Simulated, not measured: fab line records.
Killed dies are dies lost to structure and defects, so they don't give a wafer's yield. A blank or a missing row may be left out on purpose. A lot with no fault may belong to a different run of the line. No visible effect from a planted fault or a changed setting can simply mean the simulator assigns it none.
fab line records	flow nandHarc
record: lots: 6	wafers: 18	lastDay: 32
route steps=1302 shown A_SIN_REMOVE@951 A_WL_FILL@952
lots with no fault: from the same line, run without faults
startH: hours from the record's opening day to when the first of the lot's shown wafers began	waitH: time in hours since the lot's previous step	" same as the row above	L1.1+2: several wafers, shown together as one row	- either no value or no given start	* or withheld: withheld	< > ~ a bound
route shown NAME@n: names a module that has steps shown in the file, with the first one's number in the route	usual: mean and standard deviation over wafers with no fault	same: alike in all rows	chamber/n: place in a boat	sites: readings site by site	_std_site: the values' standard deviation	_edge_site: inner sites' mean taken away from outer sites' mean	radiusMm: for every site, how far away it sits from the centre of the wafer	mask NAME#n: copy n	behind: the most recent tool/chamber to have shaped the wafer	hold: what put the lot on hold/how long, in hours/how the hold closed	device: the n, p or np transistor that did not switch	end of line: the tests these same wafers got at the end of their route	where a step has no rows: the recipe by itself	killed: at the first sort, the dies lost to defects and structure; wafer yield is something else	map: per-die view of a wafer (x killed, . not killed, _ where there is no die)
set.NAME: the run value of the setting; set.NAME@STEP: its run value at that earlier step	model.NAME: the simulator's own value behind a step, which no gauge read
lots at some steps of the route; a table a step, a row a wafer
services: from which hour (startH, from the record's first day; less than 0 if before it) a tool's chamber was out of use, for how many hours, and why
== steps ==
step: NHARC_A_SIN_REMOVE_INSPECT_04
usual: rawDefectCount: 383/77
lot.wafer	tool	chamber	startH	waitH	rawDefectCount
L550.1	defectInspect-02	-	485.70	0.0	300
L550.2	"	-	"	"	371
L550.4	"	-	"	"	277
L558.1	defectInspect-01	-	567.67	0.0	393
L558.2	"	-	"	"	441
L558.4	"	-	"	"	391
L560.1	defectInspect-02	-	581.01	0.0	274
L560.2	"	-	"	"	212
L560.6	"	-	"	"	293
L562.3	defectInspect-01	-	604.95	0.0	409
L562.5	"	-	"	"	386
L562.6	"	-	"	"	551
L565.2	defectInspect-01	-	640.56	0.0	342
L565.4	"	-	"	"	421
L565.5	"	-	"	"	428
L568.2	defectInspect-02	-	669.15	0.0	432
L568.5	"	-	"	"	434
L568.6	"	-	"	"	365
step: NHARC_A_WL_FILL_ALD_00
recipe: targetThkA: 30	pulseTimeS: 3	aldCycles: 30	tempC: 300	material: Al2O3
step: NHARC_A_WL_FILL_RTA_01
recipe: tempC: 1000	timeS: 5
usual: lampPowerPct: 29.6/0.67	lamp_zone_1_pct: 29.6/0.67	lamp_zone_6_pct: 29.6/0.67	wafer_temp_C_max: 1003.8/1.8
same: timeS: 5
lot.wafer	tool	chamber	startH	waitH	lampPowerPct	lamp_zone_1_pct	lamp_zone_6_pct	wafer_temp_C_max
L550.1	rtpAnneal-02	0	486.06	-	30.2	30.2	30.1	1002.3
L550.2	"	0	"	"	30.3	30.2	30.2	1003.3
L550.4	"	0	"	"	30.3	30.3	30.2	1002.8
L558.1	rtpAnneal-02	0	567.99	-	30.2	30.2	30.2	1003.5
L558.2	"	0	"	"	30.3	30.2	30.2	1002.3
L558.4	"	0	"	"	30.2	30.2	30.1	1003.8
L560.1	rtpAnneal-02	0	581.33	-	30.3	30.2	30.2	1002.8
L560.2	"	0	"	"	30.3	30.2	30.2	1002.1
L560.6	"	0	"	"	30.2	30.2	30.2	1001.7
L562.3	rtpAnneal-01	0	605.34	-	28.9	28.9	28.8	1005.9
L562.5	"	0	"	"	28.9	28.9	28.8	1006.7
L562.6	"	0	"	"	28.9	28.9	28.8	1006.9
L565.2	rtpAnneal-01	0	640.91	-	28.9	28.9	28.8	1003.7
L565.4	"	0	"	"	28.9	28.9	28.8	1005.3
L565.5	"	0	"	"	28.9	29.0	28.8	1005.0
L568.2	rtpAnneal-02	0	669.51	-	30.3	30.3	30.2	1002.9
L568.5	"	0	"	"	30.3	30.3	30.2	1001.8
L568.6	"	0	"	"	30.3	30.3	30.2	1002.7
step: NHARC_A_WL_FILL_ALD_02
recipe: targetThkA: 20	pulseTimeS: 3	aldCycles: 100	tempC: 450	material: TiN
usual: heaterPowerW: 1127/130	precursorPulseHeightRel: 0.999/0.018
same: aldCycles: 100
lot.wafer	tool	chamber	startH	waitH	heaterPowerW	precursorPulseHeightRel
L550.1	aldMetal-02	1	486.28	0.2	895	0.987
L550.2	"	2	"	"	1241	0.988
L550.4	"	0	"	"	1095	1.005
L558.4	aldMetal-02	3	568.24	0.1	1214	0.996
L558.2	"	0	"	"	1113	1.035
L558.1	"	1	"	"	920	1.002
L560.2	aldMetal-01	1	581.55	0.2	1091	1.016
L560.1	"	0	"	"	1202	1.013
L560.6	"	1	"	"	1066	0.997
L562.3	aldMetal-01	3	605.59	0.2	1329	1.009
L562.6	"	1	"	"	1090	1.012
L562.5	"	3	"	"	1351	0.991
L565.4	aldMetal-03	3	641.18	0.2	1062	0.983
L565.2	"	0	"	"	927	0.996
L565.5	"	2	"	"	1131	1.004
L568.2	aldMetal-01	3	669.70	0.2	1376	1.042
L568.6	"	3	"	"	1329	1.014
L568.5	"	0	"	"	1219	0.985
step: NHARC_A_WL_FILL_CVD_03
recipe: targetThkA: 400	tempC: 300	pressureTorr: 40	wf6FlowSccm: 40	h2FlowSccm: 1600	arFlowSccm: 1560	timeS: 279	material: W
usual: chamberPressureTorr: 39.99/0.087	heaterPowerW: 454/30	throttleValvePct: 7.88/0.17
same: timeS: 279
lot.wafer	tool	chamber	startH	waitH	chamberPressureTorr	heaterPowerW	throttleValvePct
L550.2	cvdW-02	1	486.71	0.1	39.98	464	7.73
L550.1	"	0	"	"	40.03	427	8.10
L550.4	"	0	"	"	39.93	414	7.89
L558.2	cvdW-02	0	568.64	0.1	39.96	424	7.67
L558.1	"	1	"	"	40.07	461	7.54
L558.4	"	1	"	"	40.06	457	7.69
L560.2	cvdW-01	1	582.11	0.2	39.96	425	7.71
L560.1	"	0	"	"	40.05	490	7.87
L560.6	"	0	"	"	40.08	508	8.09
L562.3	cvdW-01	0	606.11	0.2	39.93	493	7.99
L562.6	"	0	"	"	40.08	509	7.80
L562.5	"	1	"	"	39.99	428	7.65
L565.2	cvdW-01	0	641.54	0.1	40.06	496	7.89
L565.4	"	0	"	"	40.04	505	7.80
L565.5	"	0	"	"	40.04	498	7.78
L568.2	cvdW-02	0	670.19	0.1	40.02	406	7.83
L568.6	"	1	"	"	40.02	490	8.11
L568.5	"	0	"	"	40.04	413	7.88
step: NHARC_A_WL_FILL_ETCHBACK_04
recipe: targetDepthA: 600	timeS: 120	chemistry: NF3
usual: drypumpMotorCurrentA: 5.5/0.48	oesProductAu: 1.004/0.0083
same: timeS: 120
lot.wafer	tool	chamber	startH	waitH	drypumpMotorCurrentA	oesProductAu	rfHoursCounterH
L550.2	rieMetal-02	0	487.11	0.3	5.0	1.012	0.2
L550.1	"	1	"	"	5.2	0.998	0.2
L550.4	"	1	"	"	5.2	1.009	-
L558.2	rieMetal-01	1	569.00	0.3	5.2	1.004	2.8
L558.1	"	0	"	"	6.1	1.003	2.8
L558.4	"	1	"	"	5.2	1.001	-
L560.1	rieMetal-03	1	582.48	0.3	6.3	1.016	1.2
L560.2	"	0	"	"	5.2	1.019	1.2
L560.6	"	0	"	"	5.2	1.017	-
L562.3	rieMetal-03	1	606.44	0.3	6.3	0.995	-
L562.5	"	1	"	"	6.3	1.015	-
L562.6	"	0	"	"	5.2	0.999	-
L565.2	rieMetal-02	0	641.94	0.4	5.0	0.998	0.0
L565.4	"	1	"	"	5.2	0.984	-
L565.5	"	1	"	"	5.2	0.974	-
L568.2	rieMetal-01	0	670.54	0.3	6.0	1.000	1.4
L568.6	"	1	"	"	5.2	1.018	-
L568.5	"	0	"	"	6.0	1.012	-
step: NHARC_A_WL_FILL_ETCHBACK_05
recipe: targetDepthA: 220	timeS: 60	tempC: 40	chemistry: Cl2/BCl3
usual: drypumpMotorCurrentA: 5.5/0.48	oesProductAu: 1.005/0.0083
same: timeS: 60
lot.wafer	tool	chamber	startH	waitH	drypumpMotorCurrentA	oesProductAu	rfHoursCounterH
L550.1	rieMetal-02	1	487.35	0.2	5.2	0.999	0.4
L550.2	"	0	"	"	5.1	0.999	0.4
L550.4	"	1	"	"	5.2	1.005	-
L558.1	rieMetal-01	1	569.24	0.2	5.2	1.008	2.9
L558.2	"	0	"	"	6.1	1.000	2.9
L558.4	"	0	"	"	6.0	1.016	-
L560.1	rieMetal-03	1	582.73	0.2	6.3	1.004	1.4
L560.2	"	0	"	"	5.2	1.012	1.4
L560.6	"	1	"	"	6.3	1.014	-
L562.3	rieMetal-03	1	606.64	0.2	6.3	0.995	-
L562.6	"	1	"	"	6.3	0.999	-
L562.5	"	0	"	"	5.2	1.003	-
L565.2	rieMetal-02	0	642.15	0.2	5.1	1.002	0.1
L565.4	"	1	"	"	5.2	0.989	-
L565.5	"	1	"	"	5.2	0.987	-
L568.2	rieMetal-01	0	670.77	0.2	6.1	0.999	1.6
L568.5	"	1	"	"	5.3	1.011	-
L568.6	"	0	"	"	6.1	0.994	-
step: NHARC_A_WL_FILL_STRIP_27
recipe: powerW: 1500	tempC: 250	timeS: 20	chemistry: N2/H2
step: NHARC_A_WL_FILL_STRIP_28
recipe: timeS: 1200	tempC: 72.5	chemistry: postEtchResidueRemover
step: NHARC_A_WL_FILL_PRECLEAN_06
recipe: timeS: 300	chemistry: DIW
step: NHARC_A_WL_FILL_SRD_07
step: NHARC_A_WL_FILL_ANNEAL_08
recipe: tempC: 450	timeS: 1800
usual: runLengthS: 1823/9.6	spikeTcBottomC: 474.7/1.1	spikeTcTopC: 475.9/1.9	timeS: 1800/0	zonePowerLowerPct: 5.0/0.51
lot.wafer	tool	chamber	startH	waitH	runLengthS	spikeTcBottomC	spikeTcTopC	timeS	zonePowerLowerPct
L550.1	furnace-04	0	492.10	-	1831	472.6	472.1	1800	6.1
L550.2	"	0	"	"	1831	473.6	473.2	1800	6.1
L550.4	"	0	"	"	1831	472.6	472.9	1800	6.0
L558.1	furnace-05	-	575.22	-	-	-	-	-	-
L558.2	"	-	"	"	-	-	-	-	-
L558.4	"	-	"	"	-	-	-	-	-
L560.1	furnace-01	-	589.79	-	-	-	-	-	-
L560.2	"	-	"	"	-	-	-	-	-
L560.6	"	-	"	"	-	-	-	-	-
L562.3	furnace-05	0	611.53	-	1808	474.1	473.8	1800	5.4
L562.5	"	0	"	"	1808	476.3	472.0	1800	5.5
L562.6	"	0	"	"	1808	474.7	472.8	1800	5.6
L565.2	furnace-05	0	645.69	-	1814	474.7	475.1	1800	5.4
L565.4	"	0	"	"	1814	475.2	473.5	1800	5.4
L565.5	"	0	"	"	1814	475.0	473.5	1800	5.5
L568.2	furnace-01	0	676.62	-	1828	474.4	479.3	1800	4.4
L568.5	"	0	"	"	1828	475.0	478.6	1800	4.5
L568.6	"	0	"	"	1828	474.6	477.4	1800	4.5
== services ==
tool	chamber	startH	hours	kind
rieMetal-02	0	463.00	-	clean
rieMetal-02	1	463.00	-	clean
aldMetal-01	2	490.21	5.0	repair
rieMetal-01	-	503.86	0.7	repair
rieMetal-03	-	519.00	9.0	pm
rieMetal-03	0	519.00	9.0	ventCycle
rieMetal-03	1	519.00	9.0	ventCycle
aldMetal-01	-	526.00	10.0	pm
rieMetal-03	0	528.00	-	clean
rieMetal-03	1	528.00	-	clean
furnace-01	-	535.04	9.7	repair
aldMetal-03	2	536.05	3.5	repair
cvdW-01	-	548.10	13.0	pm
aldMetal-03	-	568.00	10.0	pm
rieMetal-01	-	575.03	9.0	pm
rieMetal-01	0	575.03	9.0	ventCycle
rieMetal-01	1	575.03	9.0	ventCycle
rieMetal-02	1	575.61	21.2	repair
aldMetal-01	2	598.58	23.8	repair
aldMetal-03	1	605.90	1.8	repair
aldMetal-02	-	610.00	10.0	pm
cvdW-01	-	630.11	0.7	repair
rieMetal-02	-	631.00	9.0	pm
cvdW-02	-	631.48	13.0	pm
== key ==
firstSign: step: NHARC_A_WL_FILL_ANNEAL_08	reading: toolRecord	direction: missing
effect none on later readings
metAt NHARC_A_WL_FILL_ANNEAL_08
struckWafers L558.1,L558.2,L558.4,L560.1,L560.2,L560.6
laterRowsLeftOut L558.1,L558.2,L558.4,L560.1,L560.2,L560.6
sortLeftOut L558.1,L558.2,L558.4,L560.1,L560.2,L560.6
testerLeftOut L558,L560
fault: kind: skippedStepWhole	tool: furnace-01,furnace-05	chamber: -	onsetH: 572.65	steps: NHARC_A_WL_FILL_ANNEAL_08	scope: struckLotsOnly
testerLeftOut: of these lots the tester's yield and bins aren't shown, on N5 and GAA mostly nor the transistor test; their killed dies are dies lost to structure and defects alone, not to doping, threshold or leakage, so they don't give the yield
sortLeftOut: the simulated sort isn't trusted on such a fault, so these wafers' sort isn't shown, and their yield isn't known
laterRowsLeftOut: the simulator's readings of these wafers behind a module that went badly wrong aren't trusted and aren't shown, but for the sort
